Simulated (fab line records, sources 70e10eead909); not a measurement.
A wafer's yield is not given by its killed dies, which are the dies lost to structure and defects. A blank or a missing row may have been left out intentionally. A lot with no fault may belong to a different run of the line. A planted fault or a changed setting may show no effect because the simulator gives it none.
Struck lot and sound lot, side by side	flow nandHarc	15 out of 1159 route steps
Sound: these wafers, L904.3, L904.5, L904.6. Struck: wafer L920.5 (L920.4, L920.6, from the same lot, were not struck and are left out); the cause is given at the end.
Per side, at each step with rows, come the tool, then ch with its chambers, and then its first start. Under that, the readings that differ: sound wafers	struck wafers	difference of the means	sigmas: that difference in standard deviations of wafers without a fault.
alike: readings with means less than 2 such deviations apart, plus words and numbers identical on both sides. not compared: withheld readings, readings lacking a value on some wafer, bounds such as >300 that could conceal the same value, and numbers that have no deviation in the record and whose values overlap.
Wherever a step has rows on one side only, a row that says differs or no value, or a row with sigmas, the two part there. Numbers that have no deviation but don't overlap get no sigmas and don't part them. A reading missing from all wafers of one side parts the sides only when that side holds two or more wafers.

first, 7 steps without rows for these wafers: NHARC_P_BONDPAD_COAT_36 (time 65 s); NHARC_P_BONDPAD_COAT_03 (resist thk 600 nm); NHARC_P_BONDPAD_SOFTBAKE_04 (time 70 s); NHARC_P_BONDPAD_EBR_05; NHARC_P_BONDPAD_EXPOSE_06 (exposes mask P BPAD); NHARC_P_BONDPAD_PEB_07 (peb time 80 s); NHARC_P_BONDPAD_DEVELOP_08 (time 50 s).
NHARC_P_BONDPAD_CD_MEAS_09: the cd target is 500 nm.
  sound on cdSem-01 ch 0, day 7 00:07; struck on cdSem-01 ch 0, day 10 12:28
  alike: cdNm
NHARC_P_BONDPAD_OVL_MEAS_38:
  sound on overlay-02 at day 7 00:11; struck on overlay-01 at day 10 12:32
  alike: overlayXNm, overlayYNm
then, 1 step without rows for these wafers: NHARC_P_BONDPAD_HARDBAKE_10 (time 65 s).
NHARC_P_BONDPAD_DESCUM_11: chemistry O2, time 3 s.
  sound on rieDiel-04 ch 0,1,2, day 7 00:20; struck on rieDiel-04 ch 0, day 10 12:43
  alike: chamberPressureMTorr, drypumpMotorCurrentA, oesProductAu, rfVppV, showerheadPlenumPTorr, throttleValvePct
  not compared: rfHoursCounterH
NHARC_P_BONDPAD_ETCH_37: etches the open film in N2/H2, target depth 60 nm, overetch 18 nm, time 65.91 s.
  sound on rieDiel-04 ch 0,1,2, day 7 00:25; struck on rieDiel-04 ch 3, day 10 12:49
  alike: chamberPressureMTorr, drypumpMotorCurrentA, n2FlowSccm, oesProductAu, rfVppV, runLengthS, showerheadPlenumPTorr, throttleValvePct
  not compared: rfHoursCounterH
NHARC_P_BONDPAD_ETCH_12: etches the open film in CHF3/O2, target depth 200 nm, time 100 s.
  sound on rieDiel-04 ch 0,3, day 7 00:30; struck on rieDiel-04 ch 1, day 10 12:55
reading	sound	struck	difference	sigmas
oesProductAu (a.u.)	0.983 0.981 0.971	0.920	-0.058	-2
runLengthS (s)	121.19 121.41 121.58	94.08	-27.31	-98
  alike: chamberPressureMTorr, drypumpMotorCurrentA, rfVppV, showerheadPlenumPTorr, throttleValvePct
  not compared: rfHoursCounterH
NHARC_P_BONDPAD_CD_MEAS_13:
  sound on cdSem-02 at day 7 00:38; struck on cdSem-02 at day 10 13:03
  alike: cdNm
-- break in the record here, with 13 days between the starts of the struck wafers on either side (left off in module P_BONDPAD, picked up again in module END, where the first step shown is number 1159 on the route) --
NHARC_END_SORT_01:
  sound on prober-02 ch 0, day 20 06:54; struck on prober-02 ch 0, day 23 09:23
reading	sound	struck	difference	sigmas
defectLimitedYield (%)	96.6 96.6 95.4	0	-96	-60
killedAtPeriphery	7 8 11	656	+647	+99 or more
killedDies	23 23 31	677	+651	+59
sort_bin_2_pct (%)	0.7 0.9 1.2	97.8	+96.9	+99 or more
sortNPass	654 654 646	0	-651	-59
sortRimYieldPct (%)	100.0 96.2 95.3	0	-97	-35
sortYieldPct (%)	96.6 96.6 95.4	0	-96	-60
  alike: killedAtArray, killedAtOther, killedOpen, killedShort, sort_bin_3_pct, sort_bin_4_pct

WHERE THEY PART
Earliest at NHARC_P_BONDPAD_ETCH_12; latest, in this record, at NHARC_END_SORT_01.

WHY: what had been put in by the simulator
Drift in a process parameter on rieDiel-04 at NHARC_P_BONDPAD_ETCH_12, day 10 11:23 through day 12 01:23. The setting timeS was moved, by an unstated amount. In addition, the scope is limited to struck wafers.
